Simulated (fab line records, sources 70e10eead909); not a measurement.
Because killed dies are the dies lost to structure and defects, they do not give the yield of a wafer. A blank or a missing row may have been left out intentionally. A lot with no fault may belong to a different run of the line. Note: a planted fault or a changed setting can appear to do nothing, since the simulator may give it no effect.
One fault through the eyes of 3 desks / flow nand-harc / numbers are kept per desk, each desk with only its own; the story behind them comes last

== AT THE TOOL OWNER'S DESK: litho-track-05 ==
The tool's own readings at NHARC_P_ZERO_WELL_SOFTBAKE_06 (time 70 s): means of the sampled wafers that have a number, for each lot that ran on this tool. The brackets show how far a lot's mean lies from the usual mean; more than 4 standard deviations puts the lot out of limits, marked OUT.
Columns: A = heater-power-total-W at NHARC_P_ZERO_WELL_SOFTBAKE_06, usual 200.8 W
lot=L315; first seen here=day 1 20:00; A=201.8
lot=L316; first seen here=day 2 06:00; A=200.7
lot=L322; first seen here=day 4 18:00; A=201.0
lot=L324; first seen here=day 5 14:00; A=200.7
lot=L325; first seen here=day 6 00:00; A=202.2
lot=L327; first seen here=day 6 20:00; A=245.7 (+37) OUT
lot=L328; first seen here=day 7 06:00; A=245.1 (+37) OUT
lot=L329; first seen here=day 7 16:00; A=290.5 (+75) OUT
lot=L336; first seen here=day 10 14:00; A=202.0
lot=L338; first seen here=day 11 10:00; A=200.5
This desk finds L327, L328, L329 out of limits, L327 being first, at day 6 20:00 (heater-power-total-W at NHARC_P_ZERO_WELL_SOFTBAKE_06). Within limits: L315, L316, L322, L324, L325, L336, L338.

== THE DEFECT DESK ==
What the inspections along the route counted, lot by lot: means of the sampled wafers that have a number. The brackets show how far a lot's mean lies from the usual mean; more than 4 standard deviations puts the lot out of limits, marked OUT.
Columns: A = raw-defect-count at NHARC_P_GATE_INSPECT_28, usual 6
lot=L315; first seen here=day 5 05:25; A=4
lot=L316; first seen here=day 5 10:01; A=6
lot=L322; first seen here=day 7 22:08; A=9
lot=L324; first seen here=day 8 14:05; A=7
lot=L325; first seen here=day 9 10:23; A=4
lot=L327; first seen here=day 10 00:26; A=5
lot=L328; first seen here=day 10 10:42; A=4
lot=L329; first seen here=day 11 02:07; A=9
lot=L330; first seen here=day 11 02:20; A=5
lot=L336; first seen here=day 13 16:40; A=12
lot=L338; first seen here=day 14 17:26; A=10
Result from this desk: across the 11 lots, nothing is out of limits.

== FROM THE METROLOGY DESK ==
Means of the sampled wafers that have a number, per lot and without regard to the tool the lot ran on: this is what the gauges read. The brackets show how far a lot's mean lies from the usual mean; more than 4 standard deviations puts the lot out of limits, marked OUT.
Columns: A = cd-nm at NHARC_P_ZERO_WELL_CD_MEAS_11, usual 500.1 nm
lot=L315; first seen here=day 1 21:14; A=502.1
lot=L316; first seen here=day 2 07:14; A=498.5
lot=L322; first seen here=day 4 19:07; A=500.8
lot=L324; first seen here=day 5 15:14; A=501.4
lot=L325; first seen here=day 6 01:14; A=500.6
lot=L327; first seen here=day 6 21:15; A=496.6
lot=L328; first seen here=day 7 07:15; A=499.1
lot=L329; first seen here=day 7 17:07; A=497.5
lot=L330; first seen here=day 8 03:07; A=502.1
lot=L336; first seen here=day 10 15:07; A=499.5
lot=L338; first seen here=day 11 11:14; A=499.3
Result from this desk: across the 11 lots, nothing is out of limits.

== ALL TOGETHER ==
The tool owner's desk could have raised an alarm at day 6 20:00, on L327, L328, L329.
The defect desk saw nothing out of limits.
From the metrology desk's view, nothing was out of limits.
The defect desk has L327, L328, L329 on record, within its limits.
The metrology desk holds a record of L327, L328, L329, inside its limits.
NHARC_P_ZERO_WELL_SOFTBAKE_06 was run on litho-track-05 by each of the lots named.

== WHAT THE SIMULATOR HAD INSERTED ==
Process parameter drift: litho-track-05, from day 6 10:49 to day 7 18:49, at NHARC_P_ZERO_WELL_SOFTBAKE_06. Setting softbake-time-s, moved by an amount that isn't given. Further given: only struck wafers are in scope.
Struck lots among those shown: L327, L328, L329.
Delay in hours, fault start to first out-of-limits reading, by desk: the tool owner's desk at 9.
